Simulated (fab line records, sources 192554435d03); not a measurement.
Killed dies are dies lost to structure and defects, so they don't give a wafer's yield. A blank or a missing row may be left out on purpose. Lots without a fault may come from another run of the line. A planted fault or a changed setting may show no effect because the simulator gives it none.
Chamber matching | flow n5_finfet | N5_BEOL_M7_ETCH_66 on rie_diel-06: 4 sister chambers
The step etches SOC in N2/H2, target depth 80 nm, overetch 16 nm, time 120 s. 22 wafers are shown with their chamber, then 11 later ones without.

WAFERS WITH THEIR CHAMBER
wafer  | chamber | showerhead_plenum_p_Torr (Torr) | drypump_motor_current_A (A) | throttle_valve_pct (%)
L074.1 | 1       | 2.62                            | 5.6                         | 18.24
L074.3 | 0       | 2.49                            | 5.2                         | 17.55
L074.5 | 2       | 2.43                            | 6.5                         | 17.60
L076.1 | 3       | 2.52                            | 5.4                         | 18.08
L076.2 | 0       | 2.49                            | 5.2                         | 17.55
L076.4 | 2       | 2.42                            | 6.5                         | 17.62
L077.2 | 0       | 2.49                            | 5.2                         | 17.56
L077.5 | 0       | 2.49                            | 5.2                         | 17.53
L077.6 | 1       | 2.62                            | 5.6                         | 18.25
L078.1 | 1       | 2.62                            | 5.6                         | 18.25
L078.4 | 3       | 2.52                            | 5.5                         | 18.10
L078.6 | 0       | 2.49                            | 5.2                         | 17.55
L080.1 | 0       | 2.48                            | 5.2                         | 17.57
L080.3 | 1       | 2.62                            | 5.6                         | 18.24
L080.5 | 1       | 2.62                            | 5.6                         | 18.26
L081.2 | 2       | 2.42                            | 6.4                         | 17.62
L081.5 | 0       | 2.48                            | 5.2                         | 17.57
L081.6 | 1       | 2.62                            | 5.6                         | 18.26
L086.2 | 3       | 2.52                            | 5.5                         | 18.12
L086.3 | 1       | 2.61                            | 5.6                         | 18.27
L086.4 | 2       | 2.42                            | 6.5                         | 17.65
L083.3 | 1       | 2.61                            | 5.6                         | 18.28

SIGNATURES (means of the wafers above)
reading                  | chamber 0 | chamber 1 | chamber 2 | chamber 3 | scatter within a chamber
showerhead_plenum_p_Torr | 2.4871    | 2.6175    | 2.4225    | 2.5200    | 0.00452
drypump_motor_current_A  | 5.200     | 5.600     | 6.475     | 5.467     | 0.0281
throttle_valve_pct       | 17.5543   | 18.2563   | 17.6225   | 18.1000   | 0.016
Rule: a wafer's distance from a chamber is the root of the sum, over the readings, of the square of ((its reading less the chamber's mean) divided by the reading's scatter). The wafer belongs to the nearest chamber; if the next one is less than 2 further off, it can't be placed. The scatter: the root of (the sum of the squares of (reading less its chamber's mean) over the shown wafers, divided by (wafers less chambers)).

WAFERS WITHOUT THEIR CHAMBER
wafer  | showerhead_plenum_p_Torr (Torr) | drypump_motor_current_A (A) | throttle_valve_pct (%)
L083.4 | 2.48                            | 5.2                         | 17.60
L083.5 | 2.48                            | 5.2                         | 17.61
L090.2 | 2.41                            | 6.4                         | 17.67
L090.3 | 2.51                            | 5.5                         | 18.15
L090.6 | 2.61                            | 5.6                         | 18.28
L094.1 | 2.41                            | 6.4                         | 17.67
L094.2 | 2.51                            | 5.5                         | 18.16
L094.3 | 2.47                            | 5.2                         | 17.62
L095.4 | 2.41                            | 6.5                         | 17.69
L095.5 | 2.51                            | 5.5                         | 18.18
L095.6 | 2.47                            | 5.2                         | 17.63

WHICH CHAMBER EACH WENT THROUGH
wafer  | from the rows above | in truth
L083.4 | 0                   | 0
L083.5 | 0                   | 0
L090.2 | 2                   | 2
L090.3 | 3                   | 3
L090.6 | 1                   | 1
L094.1 | 2                   | 2
L094.2 | 3                   | 3
L094.3 | 0                   | 0
L095.4 | 2                   | 2
L095.5 | 3                   | 3
L095.6 | 0                   | 0
Placed correctly: 11 of 11. Can't be placed from these rows: 0. Placed wrongly: 0.
